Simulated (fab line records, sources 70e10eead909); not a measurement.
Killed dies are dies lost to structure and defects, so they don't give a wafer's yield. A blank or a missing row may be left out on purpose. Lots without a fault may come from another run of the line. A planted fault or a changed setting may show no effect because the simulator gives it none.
A struck lot beside a sound one | flow nand_harc | 13 steps out of a route of 1302
Sound: wafers L262.1, L262.5, L262.6. Struck: wafer L269.5. (L269.1, L269.2 of the same lot were not struck and are left out.) The cause comes at the end.
At each step with rows: each side's tool, then ch and its chambers, then its first start. Under that, the readings that differ: sound wafers | struck wafers | difference of the means | sigmas: that difference in standard deviations of wafers without a fault.
alike: readings whose means differ by less than 2 such deviations, and words and numbers that are the same on both sides. not compared: withheld readings, readings that some wafer has no value for, bounds like >300 that may hide the same value, and numbers for which the record gives no deviation and whose values overlap.
The two part at a step that has a row with sigmas, a row that says differs or no value, or rows on one side only. Numbers that don't overlap but have no deviation are shown without sigmas and don't part them. A reading that every wafer of one side lacks parts them only if that side has two wafers or more.

NHARC_A_STAIRCASE_DEP_417: deposits Si3N4, target thk 60 nm.
  sound on pecvd-03 ch 0,1,2, day 20 04:14; struck on pecvd-02 ch 0, day 23 02:10
  alike: heater_power_w, rf_fwd_power_W
then, 3 steps without rows for these wafers: NHARC_A_STAIRCASE_WET_418 (chemistry H3PO4, target depth 20 nm); NHARC_A_STAIRCASE_PRECLEAN_419 (cleans in SC1); NHARC_A_STAIRCASE_SRD_421.
NHARC_A_STAIRCASE_ALD_420: deposits SiO2, target thk 20 nm, pulse time 6 s, ald cycles 200.
  sound on ald_hk-01 ch 0,2,3, day 20 07:14; struck on ald_hk-04 ch 2, day 23 03:38
  alike: heater_power_w, precursor_pulse_height_rel
then, 1 step without rows for these wafers: NHARC_A_STAIRCASE_CVD_552 (deposits SiNx, target thk 40 nm).
NHARC_A_STAIRCASE_DEP_151: deposits SiO2, target thk 7200 nm.
  sound on pecvd-03 ch 0,2, day 20 13:04; struck on pecvd-02 ch 1, day 23 11:26
  reading            | sound             | struck | difference | sigmas
  rf_fwd_power_W (W) | 503.0 502.0 501.8 | 499.1  | -3.2       | -2
  alike: heater_power_w
then, 1 step without rows for these wafers: NHARC_A_STAIRCASE_ANNEAL_320 (time 1800 s).
NHARC_A_STAIRCASE_DEP_322: deposits SiO2, target thk 7200 nm.
  sound on pecvd-01 ch 0,2, day 20 21:13; struck on pecvd-01 ch 0, day 23 20:01
  reading            | sound             | struck | difference | sigmas
  rf_fwd_power_W (W) | 499.1 498.8 500.8 | 503.3  | +3.7       | +2
  alike: heater_power_w
then, 1 step without rows for these wafers: NHARC_A_STAIRCASE_ANNEAL_323 (time 1800 s).
NHARC_A_STAIRCASE_DEP_325: deposits SiO2, target thk 7200 nm.
  sound on pecvd-02 ch 1,2, day 21 04:53; struck on pecvd-02 ch 0, day 24 05:02
  reading            | sound             | struck | difference | sigmas
  rf_fwd_power_W (W) | 499.4 499.0 502.4 | 698.7  | +198.4     | +99 or more
  alike: heater_power_w
then, 2 steps without rows for these wafers: NHARC_A_STAIRCASE_ANNEAL_326 (time 1800 s); NHARC_END_SORT_01.

WHERE THEY PART
First at NHARC_A_STAIRCASE_DEP_151; last, within this record, at NHARC_A_STAIRCASE_DEP_325.

WHY: what the simulator had put in
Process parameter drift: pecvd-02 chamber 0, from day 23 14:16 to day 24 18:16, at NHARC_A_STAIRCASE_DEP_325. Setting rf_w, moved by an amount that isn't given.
